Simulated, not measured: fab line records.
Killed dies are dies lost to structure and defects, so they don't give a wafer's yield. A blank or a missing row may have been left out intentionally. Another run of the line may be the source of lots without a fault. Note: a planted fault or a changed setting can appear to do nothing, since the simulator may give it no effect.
Split-lot trial :: flow n5Finfet :: 7 lots, 21 wafers read, on a route of 1938 steps

## SPLIT DETAILS
At N5_DUMMY_GATE_EXPOSE_12 (exposes mask GATE, target cd 25 nm), the setting doseMj was moved away from the recipe's 34 on 6 of the 21 wafers read, by -5.5% to -3.3%. This setting was run at the recipe's value on the other wafers.

## FROM THE SPLIT TO THE READING: what the file shows between them, 11 steps
- N5_DUMMY_GATE_PEB_13: peb time 60 s
- N5_DUMMY_GATE_DEVELOP_14: develop time 30 s
- N5_DUMMY_GATE_CD_MEAS_15: target cd 25.8 nm
- N5_DUMMY_GATE_ETCH_37: etches SOC in N2/H2, target depth 60 nm, overetch 30 nm (also split here: sourceW)
- N5_DUMMY_GATE_STRIP_38: strips in N2/H2
- N5_DUMMY_GATE_STRIP_39: strips in N2/H2
- N5_DUMMY_GATE_TRIM_49: chemistry O2, time 29 s, target cd 14 nm
- N5_DUMMY_GATE_STRIP_40: strips in CF4
- N5_DUMMY_GATE_ETCH_32: etches SiO2 in CF4, target depth 3.5 nm, time 3.9 s
- N5_DUMMY_GATE_ETCH_23: etches poly-Si in HBr/Cl2/O2, target depth 41 nm, time 22.3 s
- N5_DUMMY_GATE_ETCH_44: etches poly-Si in HBr/O2, stops on SiO2, target depth 127.5 nm

## THE READING
At N5_DUMMY_GATE_CD_MEAS_24: cdNm in nanometres, against a target cd of 15 nm. Fault-free wafers of this fab line usually give 15.1 nm, standard deviation 0.37 nm.

wafer: L078.1
tool, chamber at the split: euvScanner-01, 0
doseMj as run: 34
against the recipe: recipe
cdNm, nm: 15.0
against lot-mates on the recipe: -

wafer: L078.4
tool, chamber at the split: euvScanner-01, 0
doseMj as run: 34
against the recipe: recipe
cdNm, nm: 14.8
against lot-mates on the recipe: -

wafer: L078.6
tool, chamber at the split: euvScanner-01, 0
doseMj as run: 32.49
against the recipe: -4.4%
cdNm, nm: 16.3
against lot-mates on the recipe: +1.4

wafer: L079.2
tool, chamber at the split: euvScanner-01, 0
doseMj as run: 34
against the recipe: recipe
cdNm, nm: 15.2
against lot-mates on the recipe: -

wafer: L079.3
tool, chamber at the split: euvScanner-01, 0
doseMj as run: 34
against the recipe: recipe
cdNm, nm: 15.2
against lot-mates on the recipe: -

wafer: L079.5
tool, chamber at the split: euvScanner-01, 0
doseMj as run: 34
against the recipe: recipe
cdNm, nm: 15.9
against lot-mates on the recipe: -

wafer: L089.2
tool, chamber at the split: euvScanner-01, 0
doseMj as run: 34
against the recipe: recipe
cdNm, nm: 14.7
against lot-mates on the recipe: -

wafer: L089.4
tool, chamber at the split: euvScanner-01, 0
doseMj as run: 32.12
against the recipe: -5.5%
cdNm, nm: 16.4
against lot-mates on the recipe: +1.7

wafer: L089.5
tool, chamber at the split: euvScanner-01, 0
doseMj as run: 32.12
against the recipe: -5.5%
cdNm, nm: 16.6
against lot-mates on the recipe: +1.9

wafer: L091.1
tool, chamber at the split: euvScanner-01, 0
doseMj as run: 34
against the recipe: recipe
cdNm, nm: 14.9
against lot-mates on the recipe: -

wafer: L091.3
tool, chamber at the split: euvScanner-01, 0
doseMj as run: 32.88
against the recipe: -3.3%
cdNm, nm: 16.2
against lot-mates on the recipe: +1.3

wafer: L091.4
tool, chamber at the split: euvScanner-01, 0
doseMj as run: 32.88
against the recipe: -3.3%
cdNm, nm: 15.4
against lot-mates on the recipe: +0.5

wafer: L092.2
tool, chamber at the split: euvScanner-01, 0
doseMj as run: 34
against the recipe: recipe
cdNm, nm: 15.1
against lot-mates on the recipe: -

wafer: L092.3
tool, chamber at the split: euvScanner-01, 0
doseMj as run: 32.37
against the recipe: -4.8%
cdNm, nm: 16.6
against lot-mates on the recipe: +1.2

wafer: L092.5
tool, chamber at the split: euvScanner-01, 0
doseMj as run: 34
against the recipe: recipe
cdNm, nm: 15.7
against lot-mates on the recipe: -

wafer: L093.3
tool, chamber at the split: euvScanner-01, 0
doseMj as run: 34
against the recipe: recipe
cdNm, nm: 14.9
against lot-mates on the recipe: -

wafer: L093.5
tool, chamber at the split: euvScanner-01, 0
doseMj as run: 34
against the recipe: recipe
cdNm, nm: 14.7
against lot-mates on the recipe: -

wafer: L093.6
tool, chamber at the split: euvScanner-01, 0
doseMj as run: 34
against the recipe: recipe
cdNm, nm: 15.1
against lot-mates on the recipe: -

wafer: L097.2
tool, chamber at the split: euvScanner-02, 0
doseMj as run: 34
against the recipe: recipe
cdNm, nm: 15.4
against lot-mates on the recipe: -

wafer: L097.3
tool, chamber at the split: euvScanner-02, 0
doseMj as run: 34
against the recipe: recipe
cdNm, nm: 15.3
against lot-mates on the recipe: -

wafer: L097.4
tool, chamber at the split: euvScanner-02, 0
doseMj as run: 34
against the recipe: recipe
cdNm, nm: 15.0
against lot-mates on the recipe: -

THE FIT
A straight line over all 21 wafers: cdNm changes by -0.255 nm for each +1% of doseMj; r = -0.86; the points scatter about the line by 0.33 nm.
The same after taking each lot's own level away (the mean of its wafers on the recipe; 21 wafers): -0.302 nm for each +1%; r = -0.94; scatter 0.25 nm.
Per that fit: largest doseMj move, reading shift of 1.7 nm.
From 14.70 to 15.43 nm: that is the span of the lots' own levels, equal to 2.0 times the standard deviation above.
Hence the slope depends on the lot-to-lot level, as the two fits are not the same.
Check: with one of the wafers moved furthest among these (-5.5%) left out of the fit, the line predicts +1.65 nm for it against its lot-mates. Against them it came out at +1.7 nm.

## FURTHER SPLITS ON THESE WAFERS
Other splits were also applied to these wafers ahead of the reading. Each is held against what the fit with the lots' levels taken away leaves over:
other split on the same wafers: N5_ZERO_LAYER_COAT_05 spinRpm
wafers away from the commonest value: 5
r with cdNm (lot level and that fit taken away): +0.12

other split on the same wafers: N5_ZERO_LAYER_EXPOSE_08 doseMj
wafers away from the commonest value: 4
r with cdNm (lot level and that fit taken away): -0.10

other split on the same wafers: N5_PMOS_HMC_CHANNEL_EPI_PEB_07 pebTempC
wafers away from the commonest value: 8
r with cdNm (lot level and that fit taken away): -0.23

other split on the same wafers: N5_PMOS_HMC_CHANNEL_EPI_DEVELOP_08 developTimeS
wafers away from the commonest value: 5
r with cdNm (lot level and that fit taken away): +0.11

other split on the same wafers: N5_FIN_SAQP_ETCH_52 sourceW
wafers away from the commonest value: 9
r with cdNm (lot level and that fit taken away): +0.06

other split on the same wafers: N5_FIN_SAQP_SPACER1_ALD_24 tempC
wafers away from the commonest value: 7
r with cdNm (lot level and that fit taken away): +0.11

other split on the same wafers: N5_DUMMY_GATE_ETCH_37 sourceW
wafers away from the commonest value: 3
r with cdNm (lot level and that fit taken away): +0.02

## THE WHOLE CHAIN: every reading that the file lists as answering this split, in the file's order
step: N5_DUMMY_GATE_CD_MEAS_15
what it does: target cd 25.8 nm
reading: cdNm
change (the file's fit): -0.183 nm for each +1% of the setting
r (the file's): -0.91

step: N5_DUMMY_GATE_TRIM_49
what it does: chemistry O2, time 29 s, target cd 14 nm
reading: DUMMY_GATE.cdNm (the simulator's own value, which no gauge read)
change (the file's fit): -0.257 nm for each +1% of the setting
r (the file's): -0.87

step: N5_DUMMY_GATE_ETCH_44
what it does: etches poly-Si in HBr/O2, stops on SiO2, target depth 127.5 nm
reading: DUMMY_GATE.cdNm (the simulator's own value, which no gauge read)
change (the file's fit): -0.284 nm for each +1% of the setting
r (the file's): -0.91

step: N5_DUMMY_GATE_CD_MEAS_24
what it does: target cd 15 nm
reading: cdNm
change (the file's fit): -0.291 nm for each +1% of the setting
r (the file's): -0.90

## THE FILE'S OWN FIT
cdNm changes by -0.291 nm for each +1% of doseMj, r = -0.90.
